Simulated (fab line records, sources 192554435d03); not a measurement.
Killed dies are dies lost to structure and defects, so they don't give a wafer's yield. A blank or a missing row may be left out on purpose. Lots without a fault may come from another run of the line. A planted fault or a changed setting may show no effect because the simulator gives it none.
fab line records | flow n5_finfet
record lots=7 wafers=21
route steps=1938 shown WELL_APT@21 FIN_SAQP@125 FIN_CUT@173 SD_EPI_N@268 SDB@353
start_h: hours from the record's first day to the start of the lot's first wafer shown | wait_h: hours since the lot's step before | " the same as in the row above | L1.1+2: a row that stands for several wafers | - no value, or no start given | * or withheld: withheld | < > ~ a bound
route shown NAME@n: a module of which the file shows steps, and the number in the route of the first | usual: mean/standard deviation of fault-free wafers | same: alike in all rows | chamber/n: place in a boat | sites: the reading at each site | _std_site: their standard deviation | _edge_site: outer sites' mean less inner sites' | radius_mm: how far each site lies from the wafer's centre | mask NAME#n: copy n | behind: the tool/chamber that last shaped the wafer | hold: why the lot was held/for how many hours/how that ended | device: the transistor (n, p or np) that didn't switch | end of line: the same wafers' tests at the end of the route | a step without rows: its recipe alone | killed: dies lost to structure and defects at the first sort, not the wafer's yield | map: a wafer's dies, x killed, . not, _ none there
set.NAME: the setting as run; set.NAME@STEP: as run at that earlier step | model.NAME: the simulator's own value behind a step, which no gauge read
lots whose settings were changed on purpose; a table a step, a row a wafer
## steps
# step N5_WELL_APT_COAT_02
# recipe spin_rpm=1357 resist_thk_nm=950
# columns lot.wafer tool chamber start_h wait_h set.spin_rpm model.coat_of_WELL_APT_COAT_02.thk_nm
L074.2 litho_track-05 0 - - 1357 949.9
L074.4 " 0 " " 1357 953.1
L074.6 " 0 " " 1357 953.6
L076.1 litho_track-04 0 - - 1446 921
L076.4 " 0 " " 1357 953.9
L076.6 " 0 " " 1446 927.3
L080.1 litho_track-04 0 - - 1357 954.6
L080.4 " 0 " " 1357 953.9
L080.5 " 0 " " 1486 910.2
L083.1 litho_track-05 0 - - 1357 950.4
L083.3 " 0 " " 1357 949.4
L083.5 " 0 " " 1357 950.5
L089.1 litho_track-01 0 - - 1357 945.9
L089.3 " 0 " " 1357 947.8
L089.5 " 0 " " 1259 984.7
L096.3 litho_track-05 0 - - 1357 947
L096.5 " 0 " " 1357 946.2
L096.6 " 0 " " 1357 948.9
L097.1 litho_track-04 0 - - 1293 981.2
L097.2 " 0 " " 1357 953.9
L097.5 " 0 " " 1293 978.9
# step N5_WELL_APT_EXPOSE_22
# recipe mask_id=PWELL na=0.8 source_shape=conventional sigma_outer=0.8 polarization=unpolarized defocus_nm=0 target_cd_nm=200 dose_mj=23.2
# columns lot.wafer tool chamber start_h wait_h mask set.dose_mj
L074.2+4+6 krf_scanner-02 0 15.40 - PWELL#0 23.2
L076.1+4+6 krf_scanner-01 0 27.11 - PWELL#0 23.2
L080.1+5 krf_scanner-01 0 50.63 - PWELL#0 23.2
L080.4 " 0 " " PWELL#0 21.61
L083.1+3+5 krf_scanner-02 0 68.79 - PWELL#0 23.2
L089.1+3+5 krf_scanner-02 0 104.63 - PWELL#0 23.2
L096.3 krf_scanner-02 0 147.75 - PWELL#0 24.12
L096.5+6 " 0 " " PWELL#0 23.2
L097.1+2+5 krf_scanner-01 0 153.05 - PWELL#0 23.2
# step N5_WELL_APT_PEB_23
# recipe peb_temp_c=130 peb_time_s=90
# step N5_WELL_APT_DEVELOP_24
# recipe develop_time_s=45 rinse_liquid=surfactant_rinse dry=air_spin dev_temp_c=21
# step N5_WELL_APT_HARDBAKE_29
# recipe temp_c=130 time_s=120
# step N5_WELL_APT_CD_MEAS_25
# recipe target_cd_nm=200 landing_energy_ev=500 detector=se_inlens
# usual cd_nm=199.3/1.4
# columns lot.wafer tool chamber start_h wait_h set.dose_mj@WELL_APT_EXPOSE_22 cd_nm
L074.2 cd_sem-02 0 15.56 - 23.2 199.4
L074.4 " 0 " " 23.2 200.5
L074.6 " 0 " " 23.2 202.2
L076.1 cd_sem-03 0 27.28 - 23.2 200.3
L076.4 " 0 " " 23.2 201.5
L076.6 " 0 " " 23.2 198.8
L080.1 cd_sem-03 0 50.80 - 23.2 199.1
L080.4 " 0 " " 21.61 185.9
L080.5 " 0 " " 23.2 199.4
L083.1 cd_sem-03 0 68.96 - 23.2 200.3
L083.3 " 0 " " 23.2 200.3
L083.5 " 0 " " 23.2 201.0
L089.1 cd_sem-02 0 104.80 - 23.2 201.2
L089.3 " 0 " " 23.2 198.2
L089.5 " 0 " " 23.2 201.0
L096.3 cd_sem-03 0 147.92 - 24.12 206.7
L096.5 " 0 " " 23.2 200.4
L096.6 " 0 " " 23.2 200.3
L097.1 cd_sem-03 0 153.23 - 23.2 197.3
L097.2 " 0 " " 23.2 198.7
L097.5 " 0 " " 23.2 197.8
# step N5_WELL_APT_DESCUM_30
# recipe chemistry=O2 time_s=7.9 source_power_w=50 bias_power_w=20 pressure_mtorr=20 rf_frequency_hz=2.712e+07 temp_c=40 o2_flow_sccm=225
# columns lot.wafer tool chamber start_h wait_h set.dose_mj@WELL_APT_EXPOSE_22 model.WELL_APT.cd_nm
L074.2 rie_diel-04 2 15.71 0.1 23.2 199.1
L074.4 " 0 " " 23.2 200.5
L074.6 " 0 " " 23.2 202
L076.1 rie_diel-05 3 27.37 0.0 23.2 200.5
L076.4 " 2 " " 23.2 201.5
L076.6 " 3 " " 23.2 198.9
L080.1 rie_diel-05 1 51.13 0.3 23.2 199.3
L080.4 " 2 " " 21.61 186.1
L080.5 " 2 " " 23.2 199.6
L083.1 rie_diel-05 2 69.05 0.0 23.2 200.2
L083.3 " 3 " " 23.2 200
L083.5 " 3 " " 23.2 200.7
L089.1 rie_diel-05 0 104.89 0.0 23.2 201.3
L089.3 " 1 " " 23.2 198.5
L089.5 " 2 " " 23.2 200.8
L096.3 rie_diel-05 3 148.02 0.1 24.12 206.6
L096.5+6 " 0,1 " " 23.2 200.7
L097.1 rie_diel-04 2 153.74 0.5 23.2 197.5
L097.2 " 1 " " 23.2 198.5
L097.5 " 2 " " 23.2 197.7
# step N5_FIN_SAQP_SPACER1_ALD_24
# recipe material=SiO2 target_thk_a=203 temp_c=300 ald_precursor_family=BDEAS ald_co_reactant=O2-plasma pulse_time_s=1 purge_time_s=2 co_reactant_purge_time_s=2 ald_cycles=218 pressure_torr=2
# columns lot.wafer tool chamber start_h wait_h set.temp_c model.SiO2_of_FIN_SAQP_SPACER1_ALD_24.thk_nm
L074.2+6 ald_sin-03 0,3 24.28 0.3 300 20.2
L074.4 " 3 " " 300 20.4
L076.1 ald_sin-02 0 36.20 0.3 300 20.4
L076.4+6 " 3,2 " " 312.1 20
L080.1 ald_sin-04 1 61.20 0.3 310.9 19.8
L080.4 " 0 " " 300 20.2
L080.5 " 0 " " 300 20.4
L083.1 ald_sin-04 0 78.78 1.0 300 20.4
L083.3 " 3 " " 313.1 20
L083.5 " 2 " " 313.1 19.8
L089.1 ald_sin-03 3 113.87 1.5 300 20.2
L089.3+5 " 2,0 " " 306.3 20.2
L096.3+5+6 ald_sin-02 0,0,3 156.21 0.1 300 20.4
L097.1+2 ald_sin-04 1,0 161.11 0.3 310.7 20
L097.5 " 0 " " 300 20.4
# step N5_FIN_SAQP_SPACER1_ETCHBACK_25
# recipe chemistry=CHF3/O2 mode=anisotropic_etchback target=SiO2 target_depth_a=244 time_s=12.2 pressure_mtorr=30 source_w=650 bias_w=170 Ar_flow_sccm=200 CHF3_flow_sccm=50 O2_flow_sccm=5 ion_energy_ev=200
# step N5_FIN_SAQP_MANDREL1_REMOVE_56
# recipe chemistry=HBr/Cl2/O2 bt_time_s=10 target=a-Si stop_on=SiNx endpoint=OES-SiCl over_etch_frac=1 icp_w=600 bias_w=22 HBr_flow_sccm=150 Cl2_flow_sccm=80 O2_flow_sccm=5 pressure_mtorr=10
# columns lot.wafer tool chamber start_h wait_h set.temp_c@FIN_SAQP_SPACER1_ALD_24 model.FIN_SAQP.cd_nm
L074.2 rie_si-05 3 25.15 0.1 300 20.2
L074.4+6 " 0,2 " " 300 20.4
L076.1 rie_si-04 0 37.08 0.1 300 20.4
L076.4 " 1 " " 312.1 19.8
L076.6 " 0 " " 312.1 20
L080.1 rie_si-05 3 62.00 0.1 310.9 20
L080.4+5 " 0 " " 300 20.4
L083.1 rie_si-02 1 79.60 0.1 300 20.4
L083.3+5 " 2,3 " " 313.1 19.8
L089.1 rie_si-02 1 114.75 0.1 300 20.2
L089.3+5 " 3,0 " " 306.3 20.2
L096.3+5+6 rie_si-04 1,3,2 157.02 0.1 300 20.4
L097.1 rie_si-04 0 161.92 0.1 310.7 20.2
L097.2 " 2 " " 310.7 20
L097.5 " 2 " " 300 20.4
# step N5_FIN_SAQP_ETCH_65
# recipe chemistry=CF4 target=SiO2 target_depth_a=40 ion_energy_ev=350 time_s=4.4 pressure_mtorr=10 icp_w=800 bias_w=400 cf4_flow_sccm=80
# columns lot.wafer tool chamber start_h wait_h set.time_s model.etch.depth_nm
L074.2 rie_si-04 1 25.76 0.1 4.4 3.962
L074.4 " 0 " " 4.4 4.062
L074.6 " 1 " " 4.4 3.991
L076.1 rie_si-02 0 37.46 0.1 4.4 4.09
L076.4 " 2 " " 5.331 4.981
L076.6 " 0 " " 4.4 4.043
L080.1 rie_si-04 0 62.30 0.1 4.4 4.122
L080.4 " 2 " " 4.4 3.985
L080.5 " 0 " " 4.4 4.168
L083.1 rie_si-05 3 79.87 0.1 4.4 3.987
L083.3 " 0 " " 4.892 4.481
L083.5 " 1 " " 4.4 3.879
L089.1 rie_si-04 0 115.22 0.1 3.728 3.454
L089.3 " 3 " " 3.728 3.366
L089.5 " 2 " " 4.4 3.954
L096.3 rie_si-04 3 157.29 0.1 4.4 4.054
L096.5 " 3 " " 4.024 3.653
L096.6 " 0 " " 4.4 4.09
L097.1 rie_si-02 0 162.19 0.1 4.4 4.098
L097.2 " 1 " " 5.125 4.668
L097.5 " 1 " " 5.125 4.69
# step N5_FIN_CUT_CUT_ETCH_26
# recipe chemistry=CH3F/O2 target=SiNx target_depth_a=390 mask_material=SOC time_s=55.7 pressure_mtorr=30 source_w=395 bias_w=73 Ar_flow_sccm=150 CH3F_flow_sccm=30 O2_flow_sccm=20 ion_energy_ev=120
# columns lot.wafer tool chamber start_h wait_h set.time_s model.etch.depth_nm model.SOC_of_FIN_CUT_COAT_18.thk_nm
L074.2 rie_diel-03 0 28.92 0.0 55.7 37.68 211.2
L074.4 " 3 " " 55.7 37.67 211
L074.6 " 0 " " 55.7 37.65 211.4
L076.1 rie_diel-06 2 40.91 0.0 55.7 39.26 211.8
L076.4 " 1 " " 55.7 38.86 212
L076.6 " 2 " " 55.7 39.21 211.4
L080.1 rie_diel-03 2 65.64 0.0 55.7 37.97 212.2
L080.4 " 3 " " 51.6 34.82 214.8
L080.5 " 3 " " 55.7 37.43 212.6
L083.1 rie_diel-06 3 82.70 0.0 55.7 38.71 211.2
L083.3 " 2 " " 55.7 39.18 210.8
L083.5 " 1 " " 55.7 38.57 211
L089.1 rie_diel-02 1 118.25 0.0 55.7 39.96 211
L089.3 " 2 " " 55.7 39.39 211.2
L089.5 " 1 " " 55.7 39.65 211.2
L096.3 rie_diel-03 3 161.51 0.0 45.07 31.36 213.6
L096.5 " 3 " " 45.07 31.31 214.2
L096.6 " 0 " " 55.7 38.13 211
L097.1 rie_diel-06 0 165.41 0.0 66.26 46.57 207.4
L097.2 " 3 " " 55.7 38.95 210.6
L097.5 " 0 " " 55.7 39.49 210
# step N5_FIN_CUT_CUT_ETCH_27
# recipe chemistry=CHF3/O2 target=SiO2 target_depth_a=40 mask_material=SOC overetch_a=20 time_s=4.9 pressure_mtorr=30 source_w=650 bias_w=170 Ar_flow_sccm=200 CHF3_flow_sccm=50 O2_flow_sccm=5 ion_energy_ev=200
# step N5_FIN_CUT_PRECLEAN_35
# recipe time_s=13.3 temp_c=45 pressure_torr=125 p_hf_torr=3 p_coreactant_torr=25 chemistry=vHF
# step N5_FIN_CUT_CUT_ETCH_15
# recipe chemistry=HBr/Cl2/O2 target=Si target_depth_a=1000 bt_time_s=10 mask_material=SOC time_s=42.4 ion_energy_ev=* bias_w=* pressure_mtorr=10 icp_w=800 HBr_flow_sccm=150 Cl2_flow_sccm=80 O2_flow_sccm=12
# columns lot.wafer tool chamber start_h wait_h set.time_s@FIN_CUT_CUT_ETCH_26 model.SOC_of_FIN_CUT_COAT_18.thk_nm
L074.2 rie_si-01 3 29.12 0.1 55.7 170.6
L074.4 " 3 " " 55.7 171
L074.6 " 0 " " 55.7 170.2
L076.1 rie_si-03 0 41.10 0.1 55.7 171.6
L076.4 " 2 " " 55.7 170.6
L076.6 " 2 " " 55.7 170
L080.1+5 rie_si-03 1,2 65.84 0.1 55.7 170.8
L080.4 " 0 " " 51.6 173.8
L083.1+5 rie_si-03 1,3 82.90 0.1 55.7 169.6
L083.3 " 0 " " 55.7 169.2
L089.1+3 rie_si-03 1,2 119.57 0.1 55.7 169.8
L089.5 " 0 " " 55.7 170.4
L096.3 rie_si-06 0 161.70 0.0 45.07 173.4
L096.5 " 3 " " 45.07 173.2
L096.6 " 2 " " 55.7 169.2
L097.1 rie_si-06 2 165.60 0.1 66.26 165.4
L097.2 " 0 " " 55.7 170.4
L097.5 " 3 " " 55.7 169
# step N5_FIN_CUT_CUT_ETCH_28
# recipe chemistry=HBr/Cl2/O2 target=Si target_depth_a=60 mask_material=SOC time_s=2.4 ion_energy_ev=* bias_w=* pressure_mtorr=10 icp_w=800 HBr_flow_sccm=150 Cl2_flow_sccm=80 O2_flow_sccm=12
# columns lot.wafer tool chamber start_h wait_h set.time_s@FIN_CUT_CUT_ETCH_26 model.SOC_of_FIN_CUT_COAT_18.thk_nm
L074.2 rie_si-01 3 29.17 0.0 55.7 169
L074.4 " 3 " " 55.7 169.2
L074.6 " 0 " " 55.7 168.4
L076.1 rie_si-03 0 41.15 0.0 55.7 169.8
L076.4 " 2 " " 55.7 168.8
L076.6 " 2 " " 55.7 168.4
L080.1+5 rie_si-03 1,2 65.90 0.0 55.7 169
L080.4 " 0 " " 51.6 172
L083.1 rie_si-03 1 82.95 0.0 55.7 167.8
L083.3 " 0 " " 55.7 167.6
L083.5 " 3 " " 55.7 168
L089.1+3 rie_si-03 1,2 119.62 0.0 55.7 168
L089.5 " 0 " " 55.7 168.8
L096.3+5 rie_si-06 0,3 161.76 0.0 45.07 171.6
L096.6 " 2 " " 55.7 167.4
L097.1 rie_si-06 2 165.66 0.0 66.26 163.8
L097.2 " 0 " " 55.7 168.8
L097.5 " 3 " " 55.7 167.4
# step N5_SD_EPI_N_PEB_07
# recipe peb_temp_c=110 peb_time_s=60 resist=CAR-ArF-block
# columns lot.wafer tool chamber start_h wait_h set.peb_temp_c
L074.2+4+6 litho_track-01 0 50.04 0.0 110
L076.1+4+6 litho_track-04 0 61.87 0.1 110
L080.1+4+5 litho_track-05 0 86.72 0.1 110
L083.1+3 litho_track-05 0 102.90 0.1 110
L083.5 " 0 " " 113.6
L089.1+3+5 litho_track-05 0 139.90 0.1 110
L096.3+5 litho_track-04 0 184.45 0.0 107.8
L096.6 " 0 " " 110
L097.1+2 litho_track-05 0 185.57 0.1 110
L097.5 " 0 " " 106.3
# step N5_SD_EPI_N_DEVELOP_08
# recipe develop_time_s=30 developer=TMAH resist=CAR-ArF-block dev_temp_c=23 rinse_liquid=diw dry=air_spin
# step N5_SD_EPI_N_CD_MEAS_09
# recipe target_cd_nm=120 landing_energy_ev=500 detector=se_inlens
# usual cd_nm=120.0/0.51
# columns lot.wafer tool chamber start_h wait_h set.peb_temp_c@SD_EPI_N_PEB_07 cd_nm
L074.2 cd_sem-02 0 50.10 - 110 120.1
L074.4 " 0 " " 110 120.6
L074.6 " 0 " " 110 119.9
L076.1 cd_sem-01 0 61.93 - 110 119.3
L076.4 " 0 " " 110 119.8
L076.6 " 0 " " 110 120.4
L080.1 cd_sem-03 0 86.79 - 110 119.7
L080.4 " 0 " " 110 120.2
L080.5 " 0 " " 110 119.7
L083.1 cd_sem-01 0 102.97 - 110 120.1
L083.3 " 0 " " 110 120.8
L083.5 " 0 " " 113.6 129.1
L089.1 cd_sem-01 0 139.96 - 110 119.6
L089.3 " 0 " " 110 119.6
L089.5 " 0 " " 110 119.8
L096.3 cd_sem-01 0 184.52 - 107.8 114.3
L096.5 " 0 " " 107.8 113.7
L096.6 " 0 " " 110 120.4
L097.1 cd_sem-01 0 185.63 - 110 120.1
L097.2 " 0 " " 110 120.3
L097.5 " 0 " " 106.3 109.9
# step N5_SD_EPI_N_DESCUM_14
# recipe chemistry=O2 time_s=7.9 source_power_w=50 bias_power_w=20 pressure_mtorr=20 rf_frequency_hz=2.712e+07 temp_c=40 resist=CAR-ArF-block o2_flow_sccm=225
# columns lot.wafer tool chamber start_h wait_h set.peb_temp_c@SD_EPI_N_PEB_07 model.SD_EPI_N.cd_nm
L074.2+4 rie_diel-01 3,2 50.26 0.1 110 120.2
L074.6 " 1 " " 110 120
L076.1 rie_diel-04 2 62.02 0.0 110 119.2
L076.4 " 0 " " 110 119.6
L076.6 " 2 " " 110 120.2
L080.1+5 rie_diel-01 3,1 86.90 0.1 110 120
L080.4 " 1 " " 110 120.4
L083.1 rie_diel-05 2 103.06 0.0 110 120
L083.3 " 0 " " 110 120.6
L083.5 " 2 " " 113.6 129
L089.1 rie_diel-01 2 140.05 0.0 110 119.6
L089.3+5 " 1,2 " " 110 119.8
L096.3 rie_diel-01 1 184.60 0.0 107.8 114.4
L096.5 " 3 " " 107.8 113.8
L096.6 " 0 " " 110 120.6
L097.1 rie_diel-05 3 185.72 0.0 110 120.2
L097.2 " 0 " " 110 120.4
L097.5 " 1 " " 106.3 109.8
# step N5_SD_EPI_N_ETCH_34
# recipe chemistry=CF4 target=SiARC target_depth_a=455 mask_material=CAR-ArF-block time_s=75.8 ion_energy_ev=80 pressure_mtorr=40 source_w=545 bias_w=36 Ar_flow_sccm=100 cf4_flow_sccm=100 ends=cleared
# columns lot.wafer tool chamber start_h wait_h set.peb_temp_c@SD_EPI_N_PEB_07 model.SD_EPI_N.cd_nm
L074.2 rie_diel-01 3 50.29 0.0 110 120
L074.4 " 2 " " 110 120.2
L074.6 " 1 " " 110 119.8
L076.1 rie_diel-04 2 62.06 0.0 110 119
L076.4 " 0 " " 110 119.6
L076.6 " 2 " " 110 120.2
L080.1+5 rie_diel-01 3,1 86.94 0.0 110 120
L080.4 " 1 " " 110 120.6
L083.1 rie_diel-05 2 103.09 0.0 110 119.8
L083.3 " 0 " " 110 120.6
L083.5 " 2 " " 113.6 129
L089.1 rie_diel-01 2 140.09 0.0 110 119.6
L089.3+5 " 1,2 " " 110 119.8
L096.3 rie_diel-01 1 184.64 0.0 107.8 114.2
L096.5 " 3 " " 107.8 113.6
L096.6 " 0 " " 110 120.2
L097.1 rie_diel-05 3 185.76 0.0 110 120
L097.2 " 0 " " 110 120.4
L097.5 " 1 " " 106.3 109.8
# step N5_SD_EPI_N_ETCH_16
# recipe chemistry=CHF3/O2 target=SiO2 target_depth_a=50 mask_material=SOC pressure_mtorr=30 source_w=650 bias_w=170 Ar_flow_sccm=200 CHF3_flow_sccm=50 O2_flow_sccm=5 ion_energy_ev=200
# columns lot.wafer tool chamber start_h wait_h set.target_depth_a model.etch.depth_nm
L074.2 rie_diel-01 3 50.87 0.1 50 5.02
L074.4 " 2 " " 50 4.95
L074.6 " 1 " " 50 5.004
L076.1 rie_diel-04 2 62.64 0.1 50 4.928
L076.4 " 0 " " 50 4.939
L076.6 " 2 " " 50 4.952
L080.1 rie_diel-01 3 87.52 0.1 46.51 4.725
L080.4 " 1 " " 46.51 4.716
L080.5 " 1 " " 46.51 4.707
L083.1 rie_diel-05 2 103.67 0.1 50 4.852
L083.3 " 0 " " 47.3 4.658
L083.5 " 2 " " 47.3 4.641
L089.1 rie_diel-01 2 140.67 0.1 45.84 4.613
L089.3 " 1 " " 50 5.081
L089.5 " 2 " " 50 5.029
L096.3 rie_diel-01 1 185.22 0.1 44.73 4.456
L096.5 " 3 " " 44.73 4.438
L096.6 " 0 " " 50 5.007
L097.1 rie_diel-05 3 186.34 0.1 47.79 4.769
L097.2 " 0 " " 50 4.979
L097.5 " 1 " " 50 5.053
# step N5_SDB_EXPOSE_08
# recipe mask_id=SDB na=1.35 source_shape=conventional sigma_outer=0.5 polarization=unpolarized dose_mj=49.6
# columns lot.wafer tool chamber start_h wait_h mask set.dose_mj
L074.2+4+6 arfi_scanner-02 0 65.97 - SDB#0 49.6
L076.1 arfi_scanner-02 0 79.34 - SDB#0 47
L076.4+6 " 0 " " SDB#0 49.6
L080.1+5 arfi_scanner-02 0 103.71 - SDB#0 49.6
L080.4 " 0 " " SDB#0 52.8
L083.1+5 arfi_scanner-02 0 118.75 - SDB#0 49.6
L083.3 " 0 " " SDB#0 48.45
L089.1+3+5 arfi_scanner-02 0 156.48 - SDB#0 49.6
L096.3+6 arfi_scanner-03 0 209.12 - SDB#0 49.6
L096.5 " 0 " " SDB#0 50.64
L097.1 arfi_scanner-03 0 209.99 - SDB#0 51.41
L097.2+5 " 0 " " SDB#0 49.6
# step N5_SDB_PEB_09
# recipe peb_temp_c=withheld peb_time_s=60 resist=CAR-ArF
# step N5_SDB_DEVELOP_10
# recipe develop_time_s=30 developer=TMAH resist=CAR-ArF rinse_liquid=diw dry=air_spin dev_temp_c=23
# step N5_SDB_CD_MEAS_11
# recipe target_cd_nm=50 landing_energy_ev=500 detector=se_inlens polarity=opening
# usual cd_nm=50.3/0.83
# columns lot.wafer tool chamber start_h wait_h set.dose_mj@SDB_EXPOSE_08 cd_nm
L074.2 cd_sem-01 0 66.09 - 49.6 50.7
L074.4 " 0 " " 49.6 50.3
L074.6 " 0 " " 49.6 50.8
L076.1 cd_sem-01 0 79.46 - 47 44.2
L076.4 " 0 " " 49.6 49.9
L076.6 " 0 " " 49.6 49.2
L080.1 cd_sem-03 0 103.84 - 49.6 51.5
L080.4 " 0 " " 52.8 57.9
L080.5 " 0 " " 49.6 50.6
L083.1 cd_sem-03 0 118.88 - 49.6 49.8
L083.3 " 0 " " 48.45 46.9
L083.5 " 0 " " 49.6 49.9
L089.1 cd_sem-01 0 156.60 - 49.6 52.0
L089.3 " 0 " " 49.6 50.7
L089.5 " 0 " " 49.6 51.0
L096.3 cd_sem-03 0 209.23 - 49.6 50.2
L096.5 " 0 " " 50.64 52.8
L096.6 " 0 " " 49.6 50.0
L097.1 cd_sem-03 0 210.11 - 51.41 55.0
L097.2 " 0 " " 49.6 50.1
L097.5 " 0 " " 49.6 49.8
## key
split step=N5_WELL_APT_COAT_02 setting=spin_rpm stated=1357 by=wafer
response step=N5_WELL_APT_COAT_02 reading=model.coat_of_WELL_APT_COAT_02.thk_nm change=-4.86 per=1% r=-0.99
split step=N5_WELL_APT_EXPOSE_22 setting=dose_mj stated=23.2 by=wafer
response step=N5_WELL_APT_CD_MEAS_25 reading=cd_nm change=+1.86 per=1% r=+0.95
response step=N5_WELL_APT_DESCUM_30 reading=model.WELL_APT.cd_nm change=+1.83 per=1% r=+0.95
split step=N5_FIN_SAQP_SPACER1_ALD_24 setting=temp_c stated=300 by=wafer
response step=N5_FIN_SAQP_SPACER1_ALD_24 reading=model.SiO2_of_FIN_SAQP_SPACER1_ALD_24.thk_nm change=-0.107 per=1% r=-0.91
response step=N5_FIN_SAQP_MANDREL1_REMOVE_56 reading=model.FIN_SAQP.cd_nm change=-0.109 per=1% r=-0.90
split step=N5_FIN_SAQP_ETCH_65 setting=time_s stated=4.4 by=wafer
response step=N5_FIN_SAQP_ETCH_65 reading=model.etch.depth_nm change=+0.0408 per=1% r=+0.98
split step=N5_FIN_CUT_CUT_ETCH_26 setting=time_s stated=55.7 by=wafer
response step=N5_FIN_CUT_CUT_ETCH_26 reading=model.etch.depth_nm change=+0.373 per=1% r=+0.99
response step=N5_FIN_CUT_CUT_ETCH_26 reading=model.SOC_of_FIN_CUT_COAT_18.thk_nm change=-0.165 per=1% r=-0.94
response step=N5_FIN_CUT_CUT_ETCH_15 reading=model.SOC_of_FIN_CUT_COAT_18.thk_nm change=-0.234 per=1% r=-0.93
response step=N5_FIN_CUT_CUT_ETCH_28 reading=model.SOC_of_FIN_CUT_COAT_18.thk_nm change=-0.236 per=1% r=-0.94
split step=N5_SD_EPI_N_PEB_07 setting=peb_temp_c stated=110 by=wafer
response step=N5_SD_EPI_N_CD_MEAS_09 reading=cd_nm change=+2.92 per=1% r=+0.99
response step=N5_SD_EPI_N_DESCUM_14 reading=model.SD_EPI_N.cd_nm change=+2.95 per=1% r=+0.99
response step=N5_SD_EPI_N_ETCH_34 reading=model.SD_EPI_N.cd_nm change=+2.93 per=1% r=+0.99
split step=N5_SD_EPI_N_ETCH_16 setting=target_depth_a stated=50 by=wafer
response step=N5_SD_EPI_N_ETCH_16 reading=model.etch.depth_nm change=+0.0514 per=1% r=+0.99
split step=N5_SDB_EXPOSE_08 setting=dose_mj stated=49.6 by=wafer
response step=N5_SDB_CD_MEAS_11 reading=cd_nm change=+1.12 per=1% r=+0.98
